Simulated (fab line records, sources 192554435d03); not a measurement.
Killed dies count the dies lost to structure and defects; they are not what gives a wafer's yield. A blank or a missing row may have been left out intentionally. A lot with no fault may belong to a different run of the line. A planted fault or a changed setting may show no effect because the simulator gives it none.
Which tool did it? + flow n5Finfet + Sampling: 24 lots, 72 wafers, 2 of 1938 route steps

WHAT THE GAUGES SHOWED, per wafer
N5_GATE_CUT_INSPECT_26: inspects for defects (darkfield). Usual: 42 for rawDefectCount, sd 17.
| lot  | measured     | on               | rawDefectCount | flag |
|------|--------------|------------------|----------------|------|
| L074 | day 4 20:14  | defectInspect-02 | 36 15 20       |      |
| L075 | day 5 02:06  | defectInspect-01 | 28 14 33       |      |
| L076 | day 5 11:29  | defectInspect-01 | 32 39 46       |      |
| L077 | day 5 17:19  | defectInspect-01 | 30 34 38       |      |
| L078 | day 5 20:35  | defectInspect-02 | 51 61 61       |      |
| L079 | day 5 22:03  | defectInspect-02 | 33 26 27       |      |
| L080 | day 6 01:50  | defectInspect-02 | 49 48 51       |      |
| L081 | day 6 07:49  | defectInspect-02 | 27 38 47       |      |
| L082 | day 6 13:14  | defectInspect-01 | 39 28 25       |      |
| L083 | day 6 21:38  | defectInspect-02 | 24 20 42       |      |
| L084 | day 7 06:19  | defectInspect-01 | 39 40 19       |      |
| L085 | day 7 15:59  | defectInspect-02 | 51 58 52       |      |
| L086 | day 7 18:59  | defectInspect-02 | 35 14 32       |      |
| L087 | day 7 22:39  | defectInspect-01 | 43 71 22       |      |
| L088 | day 8 04:55  | defectInspect-01 | 49 55 72       |      |
| L089 | day 8 10:34  | defectInspect-02 | 30 35 55       |      |
| L090 | day 8 13:30  | defectInspect-01 | 72 51 60       |      |
| L091 | day 8 19:20  | defectInspect-02 | 47 17 22       |      |
| L092 | day 9 03:45  | defectInspect-02 | 48 49 42       |      |
| L093 | day 9 12:59  | defectInspect-01 | 41 33 21       |      |
| L094 | day 9 16:22  | defectInspect-02 | 48 43 34       |      |
| L095 | day 9 23:13  | defectInspect-02 | 39 57 114      |      |
| L096 | day 10 03:16 | defectInspect-01 | 64 60 46       |      |
| L097 | day 10 09:37 | defectInspect-02 | 42 32 49       |      |

N5_MOL_CONTACT_COAG_CD_MEAS_99: target cd 17.2 nm. Usual: 17.4 nm for cdNm, sd 0.46.
| lot  | measured     | on       | cdNm (nm)      | flag |
|------|--------------|----------|----------------|------|
| L074 | day 4 21:04  | cdSem-01 | 17.5 17.0 17.9 |      |
| L075 | day 5 02:55  | cdSem-02 | 16.4 17.0 16.8 |      |
| L076 | day 5 12:47  | cdSem-02 | 17.1 16.8 17.3 |      |
| L077 | day 5 18:16  | cdSem-01 | 17.9 17.0 16.9 |      |
| L078 | day 5 21:32  | cdSem-01 | 17.5 17.6 17.2 |      |
| L079 | day 5 22:52  | cdSem-02 | 16.6 17.1 17.4 |      |
| L080 | day 6 02:47  | cdSem-02 | 17.6 17.2 17.1 |      |
| L081 | day 6 08:46  | cdSem-02 | 17.0 16.4 16.5 |      |
| L082 | day 6 14:04  | cdSem-02 | 17.0 17.3 17.3 |      |
| L083 | day 6 22:28  | cdSem-01 | 16.9 17.4 17.2 |      |
| L084 | day 7 07:08  | cdSem-02 | 16.8 17.3 16.8 |      |
| L085 | day 7 16:52  | cdSem-02 | 17.6 17.2 18.0 |      |
| L086 | day 7 20:09  | cdSem-01 | 17.3 17.7 17.8 |      |
| L087 | day 7 23:37  | cdSem-02 | 17.8 17.9 18.5 |      |
| L088 | day 8 05:55  | cdSem-02 | 17.5 18.4 17.5 |      |
| L089 | day 8 11:25  | cdSem-01 | 17.4 17.4 16.9 |      |
| L090 | day 8 14:30  | cdSem-02 | 17.2 17.7 18.3 |      |
| L091 | day 8 20:17  | cdSem-02 | 17.5 17.1 17.4 |      |
| L092 | day 9 04:41  | cdSem-01 | 18.1 17.8 17.6 |      |
| L093 | day 9 13:56  | cdSem-02 | 17.3 17.7 17.3 |      |
| L094 | day 9 17:23  | cdSem-01 | 17.3 17.1 17.1 |      |
| L095 | day 10 00:02 | cdSem-01 | 17.3 16.8 17.0 |      |
| L096 | day 10 04:05 | cdSem-02 | 18.0 17.1 17.3 |      |
| L097 | day 10 10:29 | cdSem-01 | 18.0 17.7 17.2 |      |

EACH LOT AND THE TOOL THAT RAN IT (in order: tool; ch and the chambers of the sampled wafers; start)
The record holds no process step before these readings.

AS READ BY THE TOOLS THEMSELVES (means over the sampled wafers that have a number; for cases with no such wafer, the mark the record gives instead)
The record holds no such reading with a usual standard deviation.

THE ANSWER, worked out from the rows above alone
Rule: a lot counts as off when the mean over its wafers that have a number is more than 3 standard deviations away from the usual mean. Also off: a lot with no number at a reading for which 4 or more lots have one. Any other lot the step has rows for is counted as sound. After the gauges, taken in route order, come the tools' own readings; for these a lot's mean is taken, as printed above. At the first step where some lot is off, the reading lying furthest off is the one used; lots without a number count as furthest.
No lot is off on any of the readings shown, so nothing can be concluded from this.

WHAT THE SIMULATOR HAD INSERTED
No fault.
